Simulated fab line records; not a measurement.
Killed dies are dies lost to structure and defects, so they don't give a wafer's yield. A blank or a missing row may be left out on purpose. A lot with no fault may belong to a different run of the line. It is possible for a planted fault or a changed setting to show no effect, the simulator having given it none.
A lot that was struck, set against a sound lot ; flow nand_harc ; 12 steps out of a route of 1302
Sound: wafers L682.1, L682.4, L682.5. Wafers L669.1, L669.3, L669.6 were the ones struck. The cause is given at the end.
At each step with rows: each side's tool, then ch and its chambers, then its first start. Under that, the readings that differ: sound wafers ; struck wafers ; difference of the means ; sigmas: that difference in standard deviations of wafers without a fault.
alike: a reading whose means differ by less than 2 such deviations, as well as words and numbers matching on both sides. not compared: withheld readings; readings where some wafer has no value; bounds like >300 that might hide an equal value; numbers whose values overlap and for which the record gives no deviation.
Wherever a step has rows on one side only, a row that says differs or no value, or a row with sigmas, the two part there. Numbers that don't overlap but have no deviation are shown without sigmas and don't part them. A reading that every wafer of one side lacks parts them only if that side has two wafers or more.

first, 1 step without rows for these wafers: NHARC_A_CHANNEL_FILL_D2_ANNEAL_22 (time 7200 s).
NHARC_A_CHANNEL_FILL_D2_ALD_25: deposits SiOx, target thk 60 nm, pulse time 10 s, ald cycles 600.
  sound on ald_hk-04 ch 0,1,2, day 22 04:34; struck on ald_hk-02 ch 2,3, day 16 12:23
  alike: heater_power_w, precursor_pulse_height_rel
NHARC_A_CHANNEL_FILL_D2_ETCHBACK_08: etches the open film in C4F8, target depth 220 nm, time 110 s.
  sound: rie_diel-12 ch 1,2; struck: rie_diel-12 ch 0,1,2
  alike: chamber_pressure_mTorr, oes_product_au, rf_vpp_V
  not compared: rf_hours_counter_h
NHARC_A_CHANNEL_FILL_D2_STRIP_29: strips in O2, time 20 s.
  sound on rie_diel-12 ch 1,2, day 22 10:14; struck on rie_diel-12 ch 0,1
  alike: chamber_pressure_mTorr, drypump_motor_current_A, oes_product_au, rf_vpp_V, showerhead_plenum_p_Torr, throttle_valve_pct
  not compared: rf_hours_counter_h
then, 3 steps without rows for these wafers: NHARC_A_CHANNEL_FILL_D2_PRECLEAN_30 (cleans in dHF, time 30 s); NHARC_A_CHANNEL_FILL_D2_SRD_31; NHARC_A_CHANNEL_FILL_D2_CVD_09 (deposits poly-Si, target thk 150 nm, time 3000 s).
NHARC_A_CHANNEL_FILL_D2_CMP_10: polishes, target thk 150 nm.
  sound on cmp-02 ch 2,3, day 22 15:55; struck on cmp-03 ch 0,2, day 16 23:13
  alike: motor_current_A, time_to_endpoint_s
next, for these wafers, 1 step has no rows: NHARC_A_CHANNEL_FILL_D2_SRD_12.
NHARC_A_CHANNEL_FILL_D2_RTA_24: time 5 s.
  sound on rtp_anneal-01 ch 0, day 22 16:20; struck on rtp_anneal-02 ch 0, day 17 00:17
reading;sound;struck;difference;sigmas
lamp_zone_3_pct (%);31.3 31.2 31.3;28.7 28.8 28.8;-2.5;-2
  alike: lamp_power_pct, wafer_temp_C_max
NHARC_A_CHANNEL_FILL_D2_INSPECT_13:
  sound: defect_inspect-02 at day 22 16:32; struck: defect_inspect-02 at day 17 00:29
  alike: raw_defect_count
next, for these wafers, 1 step has no rows: NHARC_END_SORT_01.

WHERE THEY PART
Within this record, at NHARC_A_CHANNEL_FILL_D2_RTA_24 only. Later steps at which nothing parts them and some readings are alike: NHARC_A_CHANNEL_FILL_D2_INSPECT_13.

WHY: what had been put in by the simulator
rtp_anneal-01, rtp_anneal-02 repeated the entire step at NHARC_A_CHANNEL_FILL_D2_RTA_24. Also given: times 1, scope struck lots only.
